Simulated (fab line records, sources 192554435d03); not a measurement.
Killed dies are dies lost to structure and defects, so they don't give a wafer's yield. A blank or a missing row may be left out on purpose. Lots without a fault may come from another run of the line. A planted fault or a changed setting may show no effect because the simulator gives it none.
Split-lot experiment | flow n5_finfet | 7 lots, 21 wafers read, on a route of 1938 steps

THE SPLIT
At N5_BEOL_M4_COAT_73 (time 60 s, resist thk 5 nm), the setting spin_rpm was moved away from the recipe's 1500 rpm on 7 of the 21 wafers read, by -9.1% to +7.0%. The other wafers ran this setting at the recipe's value.

FROM THE SPLIT TO THE READING: what the file shows between them, 5 steps
- N5_BEOL_M4_EXPOSE_08: exposes mask M4 (also split here: dose_mj)
- N5_BEOL_M4_PEB_09: peb time 60 s
- N5_BEOL_M4_DEVELOP_10: develop time 30 s
- N5_BEOL_M4_CD_MEAS_11: target cd 16.79 nm
- N5_BEOL_M4_DESCUM_16: chemistry O2, time 7 s

THE READING
etch.depth_nm (the simulator's own value, which no gauge read), in nm, at N5_BEOL_M4_ETCH_74 (etches underlayer in N2/H2, target depth 6.5 nm, time 5.2 s). The file gives no usual value for it. The 14 wafers here that ran the recipe average 5.000 nm, standard deviation 0.0098 nm.

wafer  | tool, chamber at the split | spin_rpm as run, rpm | against the recipe | etch.depth_nm, nm | against lot-mates on the recipe
L075.2 | litho_track-03, 0          | 1500                 | recipe             | 5.019             | -
L075.3 | litho_track-03, 0          | 1500                 | recipe             | 5.006             | -
L075.6 | litho_track-03, 0          | 1500                 | recipe             | 5.004             | -
L076.1 | litho_track-02, 0          | 1500                 | recipe             | 4.983             | -
L076.2 | litho_track-02, 0          | 1500                 | recipe             | 4.992             | -
L076.3 | litho_track-02, 0          | 1364                 | -9.1%              | 5.237             | +0.250
L077.1 | litho_track-02, 0          | 1384                 | -7.7%              | 5.2               | +0.194
L077.2 | litho_track-02, 0          | 1384                 | -7.7%              | 5.193             | +0.187
L077.3 | litho_track-02, 0          | 1500                 | recipe             | 5.006             | -
L083.3 | litho_track-03, 0          | 1500                 | recipe             | 4.988             | -
L083.4 | litho_track-03, 0          | 1500                 | recipe             | 4.994             | -
L083.5 | litho_track-03, 0          | 1500                 | recipe             | 5                 | -
L085.2 | litho_track-03, 0          | 1378                 | -8.1%              | 5.212             | +0.209
L085.4 | litho_track-03, 0          | 1500                 | recipe             | 5.003             | -
L085.6 | litho_track-03, 0          | 1378                 | -8.1%              | 5.214             | +0.211
L092.1 | litho_track-01, 0          | 1605                 | +7.0%              | 4.844             | -0.163
L092.3 | litho_track-01, 0          | 1605                 | +7.0%              | 4.837             | -0.170
L092.6 | litho_track-01, 0          | 1500                 | recipe             | 5.007             | -
L096.3 | litho_track-03, 0          | 1500                 | recipe             | 4.986             | -
L096.4 | litho_track-03, 0          | 1500                 | recipe             | 5.011             | -
L096.5 | litho_track-03, 0          | 1500                 | recipe             | 5.001             | -

THE FIT
A straight line over all 21 wafers: etch.depth_nm changes by -0.025 nm for each +1% of spin_rpm; r = -1.00; the points scatter about the line by 0.01 nm.
The same after taking each lot's own level away (the mean of its wafers on the recipe; 21 wafers): -0.0252 nm for each +1%; r = -1.00; scatter 0.0081 nm.
On that fit, the largest move of spin_rpm shifts the reading by 0.23 nm.
The lots' own levels span 4.9875 to 5.0097 nm, that is 2.3 times the standard deviation above.
So the lot-to-lot level changes the slope little: the two slopes agree.
Check: with one of the wafers moved furthest among these (-9.1%) left out of the fit, the line predicts +0.226 nm for it against its lot-mates. It came out at +0.25 nm against them.

OTHER SPLITS ON THESE WAFERS
These wafers also went through other splits before the reading. Each is held against what the fit with the lots' levels taken away leaves over:
other split on the same wafers | wafers away from the commonest value | r with etch.depth_nm (lot level and that fit taken away)
N5_BEOL_M3_ETCH_64 time_s      | 8                                    | -0.31
N5_BEOL_M3_COAT_76 spin_rpm    | 5                                    | +0.01
N5_BEOL_M4_EXPOSE_08 dose_mj   | 10                                   | +0.16

THE FILE'S OWN FIT
etch.depth_nm changes by -0.0257 nm for each +1% of spin_rpm, r = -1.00.
